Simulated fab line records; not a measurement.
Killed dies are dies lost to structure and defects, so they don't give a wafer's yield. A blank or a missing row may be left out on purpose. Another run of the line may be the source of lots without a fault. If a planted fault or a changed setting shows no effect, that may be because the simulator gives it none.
Code-filled problem report in 8D (eight disciplines) form | flow n5-finfet | the parts of the form that need people (team, actions taken, sign-off) are left out

1. WHAT WENT WRONG
At N5_MOL_CONTACT_COAG_COAT_75, spin-speed-rpm averages 1538.4 rpm over 6 wafers from 2 lots, while fault-free wafers read 1500.0 rpm, standard deviation 0.89. Measured from the usual mean, that is +43 standard deviations.
The step: time 60 s, resist thk 60 nm.
Seen first at day 7 01:42 on litho-track-03, wafer L480.3. Wafers with a number at this step in the record: 12, from 4 lots. By rule, "out" or "out of limits" means more than 4 standard deviations away from the usual mean. Any other wafer with a number is counted as sound.

2. WHAT IT IS; WHAT IT IS NOT
question                    | is                     | is not
which readings at this step | spin-speed-rpm         | -
which lots                  | L480, L482             | L487, L497
which wafers of those lots  | all that have a number | -
read on which tools         | litho-track-03         | litho-track-02
when                        | from day 7 01:42       | up to then (0 sound wafers); but 6 sound wafers of L487, L497 came after

3. WHAT RULES OUT EACH SUSPECT
Counting: a tool at any process step up to the reading remains a suspect when it ran all the lots that are out and ran no sound lot after the first of those.
- litho-track-03 at N5_MOL_CONTACT_COAG_COAT_75 (time 60 s, resist thk 60 nm): ruled out as a lasting fault. Following L480 (day 7 01:42), the first lot on it that is out, the sound lots L497 were run on it.
Left after counting: nothing in the record.

4. THE CAUSE (what the simulator had put in)
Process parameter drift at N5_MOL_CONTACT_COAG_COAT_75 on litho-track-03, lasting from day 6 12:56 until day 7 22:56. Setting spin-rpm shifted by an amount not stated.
Counting ruled it out, wrongly.

5. SEQUENCE OF EFFECTS, ordered by route
Each row: a reading whose mean over the struck wafers that have a number lies more than 3 standard deviations from the usual. Only readings for which the record gives a usual standard deviation are gone through. hours: the time from each lot's start at the first step in this table that gives one to its start at this step, as a median over the lots. sigmas: the change in usual standard deviations.
hours | step                        | reading        | usual      | on struck wafers | change | sigmas
0     | N5_MOL_CONTACT_COAG_COAT_75 | spin-speed-rpm | 1500.0 rpm | 1538.4           | +38.4  | +43
Here are the process steps it includes:
- N5_MOL_CONTACT_COAG_COAT_75: time 60 s, resist thk 60 nm.
Later steps that measure or inspect, where all struck wafers having a row at the step show a number for every such reading and not one has moved that far: N5_BEOL_M4_RC_MEAS_101.

6. HOW IT WOULD HAVE BEEN CAUGHT EARLIER
In this record the first reading out of limits was taken at day 7 01:42, 13 hours after the fault began at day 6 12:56.
